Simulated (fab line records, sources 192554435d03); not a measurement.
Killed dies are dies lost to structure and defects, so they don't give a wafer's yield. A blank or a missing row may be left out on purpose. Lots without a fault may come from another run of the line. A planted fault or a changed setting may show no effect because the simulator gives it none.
Which tool did it? | flow n5_finfet | 8 lots, 23 wafers sampled, at 8 steps of a route of 1938

WHAT THE GAUGES READ, wafer by wafer
N5_SD_EPI_N_INSPECT_11: inspects for defects (macro).
lot  | measured    | on                | raw_defect_count
L992 | day 3 14:13 | defect_inspect-01 | 4 2 3
L993 | day 3 19:05 | defect_inspect-02 | 3 3 4
L101 | day 5 22:04 | defect_inspect-02 | 2 0
L102 | day 6 04:30 | defect_inspect-02 | 4 3 1
L103 | day 6 12:45 | defect_inspect-01 | 4 2 2
L104 | day 6 15:32 | defect_inspect-02 | 2 1 2
L106 | day 7 10:55 | defect_inspect-01 | 0 1 0
L113 | day 8 18:17 | defect_inspect-01 | 4 4 2

N5_SD_EPI_N_INSPECT_26: inspects for defects (darkfield).
lot  | measured    | on                | raw_defect_count
L992 | day 3 18:12 | defect_inspect-02 | 199 202 233
L993 | day 3 23:17 | defect_inspect-01 | 134 129 132
L101 | day 6 02:05 | defect_inspect-02 | 330 274
L102 | day 6 09:20 | defect_inspect-02 | 229 234 173
L103 | day 6 17:38 | defect_inspect-02 | 802 695 747
L104 | day 6 19:41 | defect_inspect-01 | 270 250 300
L106 | day 7 14:53 | defect_inspect-01 | 722 744 783
L113 | day 8 23:36 | defect_inspect-01 | 280 219 255

N5_SD_EPI_P_INSPECT_11: inspects for defects (macro).
lot  | measured    | on                | raw_defect_count
L992 | day 3 18:40 | defect_inspect-02 | 2 1 4
L993 | day 3 23:44 | defect_inspect-02 | 3 1 5
L101 | day 6 02:32 | defect_inspect-01 | 2 4
L102 | day 6 09:47 | defect_inspect-01 | 3 3 1
L103 | day 6 18:05 | defect_inspect-02 | >300 >300 >300
L104 | day 6 20:01 | defect_inspect-02 | 2 3 0
L106 | day 7 15:13 | defect_inspect-01 | >300 >300 >300
L113 | day 9 00:03 | defect_inspect-01 | 3 2 2

N5_SD_EPI_P_INSPECT_26: inspects for defects (darkfield).
lot  | measured    | on                | raw_defect_count
L992 | day 3 22:25 | defect_inspect-01 | 146 167 207
L993 | day 4 03:30 | defect_inspect-01 | 201 181 181
L101 | day 6 07:18 | defect_inspect-02 | 270 245
L102 | day 6 14:19 | defect_inspect-01 | 176 210 238
L103 | day 6 22:58 | defect_inspect-01 | 786 684 708
L104 | day 6 23:49 | defect_inspect-02 | 183 181 217
L106 | day 7 19:00 | defect_inspect-02 | 678 733 782
L113 | day 9 04:49 | defect_inspect-02 | 181 188 209

N5_BEOL_M4_RC_MEAS_101.
lot  | measured     | on        | DIBL_N (mV/V)  | DIBL_P (mV/V)  | IOFF_N (nA/um) | IOFF_P (nA/um) | ION_N (uA/um) | ION_P (uA/um) | SS_N (mV/dec)  | SS_P (mV/dec)  | VT_N (mV)   | VT_P (mV)
L992 | day 8 08:31  | prober-01 | 32.3 37.0 35.8 | 33.3 38.7 37.5 | 0.11 0.19 0.16 | 0.18 0.27 0.25 | 672 694 688   | 481 481 484   | 71.6 71.2 71.5 | 72.3 73.3 73.6 | 254 247 249 | -248 -245 -247
L993 | day 9 00:01  | prober-02 | 35.3 31.4 32.5 | 37.2 32.2 32.9 | 0.12 0.08 0.08 | 0.16 0.11 0.11 | 675 637 631   | 453 439 434   | 71.4 69.7 70.5 | 73.3 71.6 72.3 | 253 260 261 | -258 -262 -262
L101 | day 10 23:50 | prober-02 | 37.0 38.6      | 37.7 39.9      | 0.18 0.22      | 0.24 0.30      | 682 697       | 470 473       | 72.2 72.5      | 73.9 74.0      | 246 246     | -246 -245
L102 | day 11 06:01 | prober-01 | 36.2 38.2 35.7 | 35.9 37.9 34.8 | 0.16 0.21 0.16 | 0.22 0.26 0.21 | 670 703 683   | 471 478 461   | 71.7 71.6 71.2 | 73.3 73.4 72.6 | 251 245 249 | -246 -245 -251
L103 | day 11 12:25 | prober-01 | 36.8 37.1 34.5 | 38.0 37.9 34.3 | 0.18 0.18 0.13 | 0.25 0.26 0.20 | 691 684 663   | 474 473 459   | 71.4 71.4 70.8 | 74.8 73.8 73.7 | 247 249 249 | -247 -247 -251
L104 | day 11 12:26 | prober-02 | 37.0 34.1 35.9 | 37.2 33.6 35.8 | 0.17 0.12 0.15 | 0.24 0.17 0.21 | 696 655 687   | 474 457 474   | 71.3 70.9 70.9 | 72.7 72.2 73.0 | 247 253 252 | -248 -253 -252
L106 | day 12 12:00 | prober-02 | 33.3 38.0 34.9 | 33.1 38.7 33.5 | 0.13 0.20 0.13 | 0.18 0.27 0.17 | 667 680 664   | 452 462 451   | 70.4 72.8 72.6 | 72.3 73.7 73.3 | 250 247 253 | -254 -248 -250
L113 | day 13 18:54 | prober-02 | 37.6 35.1 38.3 | 36.7 33.4 38.3 | 0.17 0.13 0.19 | 0.24 0.19 0.27 | 673 661 701   | 467 461 481   | 71.1 70.7 71.2 | 74.5 72.1 73.5 | 249 252 247 | -247 -249 -243

WHICH TOOL RAN EACH LOT (tool, then ch and the chambers of the sampled wafers, then the start)
lot  | N5_SPACER0_ALD_07                | N5_SD_EPI_N_ETCH_35               | N5_SD_EPI_N_ETCH_45
L992 | ald_sin-04 ch 1,2,3, day 3 13:20 | rie_diel-05 ch 0,2,3, day 3 14:21 | rie_diel-05 ch 0,2,3, day 3 14:46
L993 | ald_sin-03 ch 0,2,3, day 3 18:11 | rie_diel-04 ch 0,1,2, day 3 19:25 | rie_diel-04 ch 0,1,2, day 3 19:50
L101 | ald_sin-03 ch 2, day 5 21:02     | rie_diel-05 ch 0,3, day 5 22:14   | rie_diel-05 ch 0,3, day 5 22:40
L102 | ald_sin-01 ch 0,2,3, day 6 03:36 | rie_diel-05 ch 0,3, day 6 05:17   | rie_diel-05 ch 0,3, day 6 05:43
L103 | ald_sin-03 ch 1,2,3, day 6 11:44 | rie_diel-05 ch 0,1,2, day 6 12:59 | rie_diel-05 ch 0,1,2, day 6 13:25
L104 | ald_sin-01 ch 1,2,3, day 6 14:38 | rie_diel-04 ch 0,1, day 6 15:40   | rie_diel-04 ch 0,1, day 6 16:05
L106 | ald_sin-03 ch 2,3, day 7 09:53   | rie_diel-05 ch 0,2,3, day 7 11:02 | rie_diel-05 ch 0,2,3, day 7 11:28
L113 | ald_sin-03 ch 0,2,3, day 8 17:15 | rie_diel-04 ch 0,1, day 8 18:59   | rie_diel-04 ch 0,1, day 8 19:25
- N5_SPACER0_ALD_07: deposits SiNx, target thk 2 nm.
- N5_SD_EPI_N_ETCH_35: etches SOC in N2/H2, overetch 108 nm, time 486 s.
- N5_SD_EPI_N_ETCH_45: etches SiOCN in CH3F/O2, target depth 6 nm.

WHAT THE TOOLS THEMSELVES READ (means of the sampled wafers that have a number; where no wafer has one, the mark that the record gives instead)
N5_SPACER0_ALD_07.
lot  | tool       | heater_power_w (W)
L992 | ald_sin-04 | 903
L993 | ald_sin-03 | 850
L101 | ald_sin-03 | 860
L102 | ald_sin-01 | 912
L103 | ald_sin-03 | 829
L104 | ald_sin-01 | 810
L106 | ald_sin-03 | 849
L113 | ald_sin-03 | 853

N5_SD_EPI_N_ETCH_35.
lot  | tool        | drypump_motor_current_A (A) | oes_product_au (a.u.) | rf_fwd_power_W (W) | rf_vpp_V (V) | showerhead_plenum_p_Torr (Torr) | temp_c (C) | throttle_valve_pct (%)
L992 | rie_diel-05 | 5.2                         | 0.68                  | 2998               | 240.0        | 2.48                            | 40.05      | 23.92
L993 | rie_diel-04 | 5.8                         | 0.64                  | 2993               | 240.8        | 2.54                            | 39.89      | 23.74
L101 | rie_diel-05 | 5.0                         | 0.64                  | 2996               | 241.6        | 2.52                            | 40.10      | 23.69
L102 | rie_diel-05 | 5.0                         | 0.64                  | 2993               | 240.5        | 2.55                            | 39.98      | 23.60
L103 | rie_diel-05 | 5.4                         | 0.69                  | 2989               | 239.6        | 2.42                            | 40.06      | 24.04
L104 | rie_diel-04 | 5.9                         | 0.62                  | 2996               | 239.6        | 2.54                            | 40.01      | 23.72
L106 | rie_diel-05 | 5.2                         | 0.66                  | 2998               | 239.4        | 2.47                            | 39.99      | 23.97
L113 | rie_diel-04 | 5.9                         | 0.75                  | 3001               | 241.3        | 2.53                            | 39.88      | 23.59

N5_SD_EPI_N_ETCH_45.
lot  | tool        | drypump_motor_current_A (A) | oes_product_au (a.u.) | rf_fwd_power_W (W) | rf_vpp_V (V) | showerhead_plenum_p_Torr (Torr) | throttle_valve_pct (%)
L992 | rie_diel-05 | 5.2                         | 0.76                  | 407.9              | 127.6        | 1.93                            | 23.42
L993 | rie_diel-04 | 5.8                         | 0.70                  | 407.9              | 127.4        | 2.02                            | 23.51
L101 | rie_diel-05 | 5.0                         | 0.73                  | 409.7              | 126.8        | 1.97                            | 23.25
L102 | rie_diel-05 | 5.0                         | 0.72                  | 409.5              | 127.7        | 1.99                            | 23.22
L103 | rie_diel-05 | 5.4                         | 0.78                  | 407.7              | 126.4        | 1.89                            | 23.42
L104 | rie_diel-04 | 5.9                         | 0.68                  | 408.4              | 127.8        | 2.01                            | 23.47
L106 | rie_diel-05 | 5.2                         | 0.75                  | 408.2              | 127.3        | 1.92                            | 23.46
L113 | rie_diel-04 | 5.9                         | 0.83                  | 406.0              | 127.6        | 2.00                            | 23.33

THE ANSWER, worked out from the rows above alone
Rule: what is usual is taken from the lots themselves. Put in order of their means at a reading, lots are off if they are a third of the lots or fewer, leave a main group of 4 or more, and stand apart from it by a gap of 3 or more times the standard deviation of the main group's means; of several such gaps the widest counts. A main group whose means are all the same, to the digits that the tables above print for the reading, isn't used. A lot without any number at a reading at which 4 lots or more have one is off too. The other lots that the step has rows for count as sound. The gauges are gone through in route order, then the tools' own readings, and for those a lot's mean is taken as printed above. The first step at which some lot is off is used, and at that step the reading that is off furthest; a lot without a number counts as furthest.
Off: L103, L106, at N5_SD_EPI_N_INSPECT_26 (raw_defect_count). The main group: mean 230, standard deviation 55.
A tool fits if, at a process step before that reading, it ran every lot that is off, and no sound lot after the first of them. The gauges at N5_SD_EPI_N_INSPECT_26 are tried like those tools. One fits: rie_diel-05 at N5_SD_EPI_N_ETCH_35 and N5_SD_EPI_N_ETCH_45. At N5_SD_EPI_N_ETCH_35 its last sound lot is L102 (day 6 05:17), its first lot that is off L103 (day 6 12:59): a fault that began between those two fits.

WHAT THE SIMULATOR HAD PUT IN
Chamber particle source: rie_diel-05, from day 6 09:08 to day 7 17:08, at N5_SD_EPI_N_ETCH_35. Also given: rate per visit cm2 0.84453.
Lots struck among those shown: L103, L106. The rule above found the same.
